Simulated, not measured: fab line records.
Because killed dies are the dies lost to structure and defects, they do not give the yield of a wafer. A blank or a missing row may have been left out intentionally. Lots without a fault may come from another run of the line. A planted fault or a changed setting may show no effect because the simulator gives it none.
Matching of chambers || flow nand harc || 4 sister chambers for NHARC_A_WL_FILL_ALD_10 on ald hk-01
The step deposits SiO2, target thk 50 nm, pulse time 10 s, ald cycles 500. 30 wafers are shown with their chamber, then 12 later ones without.

## WAFERS PAIRED WITH THEIR CHAMBERS
{"wafer": "L074.1", "chamber": 0, "heater power w (W)": 494, "precursor pulse height rel": 1.015}
{"wafer": "L074.3", "chamber": 1, "heater power w (W)": 436, "precursor pulse height rel": 0.988}
{"wafer": "L074.2", "chamber": 2, "heater power w (W)": 467, "precursor pulse height rel": 0.986}
{"wafer": "L076.3", "chamber": 1, "heater power w (W)": 436, "precursor pulse height rel": 1.004}
{"wafer": "L076.1", "chamber": 3, "heater power w (W)": 414, "precursor pulse height rel": 1.018}
{"wafer": "L076.2", "chamber": 0, "heater power w (W)": 489, "precursor pulse height rel": 1.007}
{"wafer": "L080.1", "chamber": 2, "heater power w (W)": 467, "precursor pulse height rel": 0.961}
{"wafer": "L080.2", "chamber": 3, "heater power w (W)": 411, "precursor pulse height rel": 1.028}
{"wafer": "L080.4", "chamber": 0, "heater power w (W)": 487, "precursor pulse height rel": 1.011}
{"wafer": "L079.2", "chamber": 1, "heater power w (W)": 422, "precursor pulse height rel": 0.980}
{"wafer": "L079.5", "chamber": 2, "heater power w (W)": 457, "precursor pulse height rel": 1.010}
{"wafer": "L079.6", "chamber": 1, "heater power w (W)": 434, "precursor pulse height rel": 1.023}
{"wafer": "L081.3", "chamber": 3, "heater power w (W)": 399, "precursor pulse height rel": 0.992}
{"wafer": "L081.5", "chamber": 0, "heater power w (W)": 484, "precursor pulse height rel": 0.988}
{"wafer": "L081.6", "chamber": 1, "heater power w (W)": 429, "precursor pulse height rel": 0.991}
{"wafer": "L085.2", "chamber": 3, "heater power w (W)": 431, "precursor pulse height rel": 0.990}
{"wafer": "L085.3", "chamber": 2, "heater power w (W)": 431, "precursor pulse height rel": 0.952}
{"wafer": "L085.5", "chamber": 3, "heater power w (W)": 438, "precursor pulse height rel": 0.973}
{"wafer": "L089.4", "chamber": 0, "heater power w (W)": 500, "precursor pulse height rel": 1.018}
{"wafer": "L089.2", "chamber": 1, "heater power w (W)": 412, "precursor pulse height rel": 0.980}
{"wafer": "L089.3", "chamber": 2, "heater power w (W)": 433, "precursor pulse height rel": 0.967}
{"wafer": "L089.1", "chamber": 3, "heater power w (W)": 434, "precursor pulse height rel": 0.993}
{"wafer": "L089.5", "chamber": 0, "heater power w (W)": 495, "precursor pulse height rel": 1.008}
{"wafer": "L089.6", "chamber": 1, "heater power w (W)": 409, "precursor pulse height rel": 1.015}
{"wafer": "L092.1", "chamber": 1, "heater power w (W)": 415, "precursor pulse height rel": 1.015}
{"wafer": "L092.2", "chamber": 2, "heater power w (W)": 431, "precursor pulse height rel": 0.996}
{"wafer": "L092.4", "chamber": 0, "heater power w (W)": 502, "precursor pulse height rel": 1.000}
{"wafer": "L090.1", "chamber": 2, "heater power w (W)": 441, "precursor pulse height rel": 1.020}
{"wafer": "L090.4", "chamber": 1, "heater power w (W)": 420, "precursor pulse height rel": 1.003}
{"wafer": "L090.5", "chamber": 3, "heater power w (W)": 442, "precursor pulse height rel": 0.976}

SIGNATURES (means of the wafers above)
{"reading": "heater power w", "chamber 0": 493.00, "chamber 1": 423.67, "chamber 2": 446.71, "chamber 3": 424.14, "scatter within a chamber": 12.9}
{"reading": "precursor pulse height rel", "chamber 0": 1.00671, "chamber 1": 0.99989, "chamber 2": 0.98457, "chamber 3": 0.99571, "scatter within a chamber": 0.0187}
Rule: distance of a wafer from a chamber = root of the sum over the readings of ((wafer's reading minus chamber's mean) / reading's scatter) squared. If the next closest chamber is less than 2 further off than the closest, the wafer can't be placed; otherwise it belongs to the closest. The scatter is the square root of a quotient: the sum, over the shown wafers, of each reading's squared deviation from its chamber's mean, divided by wafers minus chambers.

## WAFERS WITH NO CHAMBER GIVEN
{"wafer": "L091.1", "heater power w (W)": 409, "precursor pulse height rel": 1.007}
{"wafer": "L091.3", "heater power w (W)": 439, "precursor pulse height rel": 0.999}
{"wafer": "L091.4", "heater power w (W)": 515, "precursor pulse height rel": 0.971}
{"wafer": "L094.2", "heater power w (W)": 505, "precursor pulse height rel": 0.944}
{"wafer": "L094.3", "heater power w (W)": 412, "precursor pulse height rel": 1.039}
{"wafer": "L094.4", "heater power w (W)": 445, "precursor pulse height rel": 0.993}
{"wafer": "L095.2", "heater power w (W)": 442, "precursor pulse height rel": 0.988}
{"wafer": "L095.4", "heater power w (W)": 494, "precursor pulse height rel": 1.007}
{"wafer": "L095.3", "heater power w (W)": 418, "precursor pulse height rel": 0.997}
{"wafer": "L095.1", "heater power w (W)": 433, "precursor pulse height rel": 1.020}
{"wafer": "L095.5", "heater power w (W)": 500, "precursor pulse height rel": 0.974}
{"wafer": "L095.6", "heater power w (W)": 424, "precursor pulse height rel": 1.017}

## CHAMBER TAKEN BY EACH
{"wafer": "L091.1", "from the rows above": "can't be placed: 1 or 3 or 2", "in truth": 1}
{"wafer": "L091.3", "from the rows above": "can't be placed: 2 or 3 or 1", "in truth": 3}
{"wafer": "L091.4", "from the rows above": 0, "in truth": 0}
{"wafer": "L094.2", "from the rows above": "can't be placed: 0 or 2", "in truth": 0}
{"wafer": "L094.3", "from the rows above": "can't be placed: 1 or 3 or 2", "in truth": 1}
{"wafer": "L094.4", "from the rows above": "can't be placed: 2 or 3 or 1", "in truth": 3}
{"wafer": "L095.2", "from the rows above": "can't be placed: 2 or 3 or 1", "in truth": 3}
{"wafer": "L095.4", "from the rows above": 0, "in truth": 0}
{"wafer": "L095.3", "from the rows above": "can't be placed: 1 or 3 or 2", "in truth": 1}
{"wafer": "L095.1", "from the rows above": "can't be placed: 1 or 3 or 2", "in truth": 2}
{"wafer": "L095.5", "from the rows above": 0, "in truth": 0}
{"wafer": "L095.6", "from the rows above": "can't be placed: 1 or 3 or 2", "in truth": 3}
Correctly placed: 3 of 12. Cannot be placed on the basis of these rows: 9; the candidates contain the true chamber in 9. 0 placed wrongly.
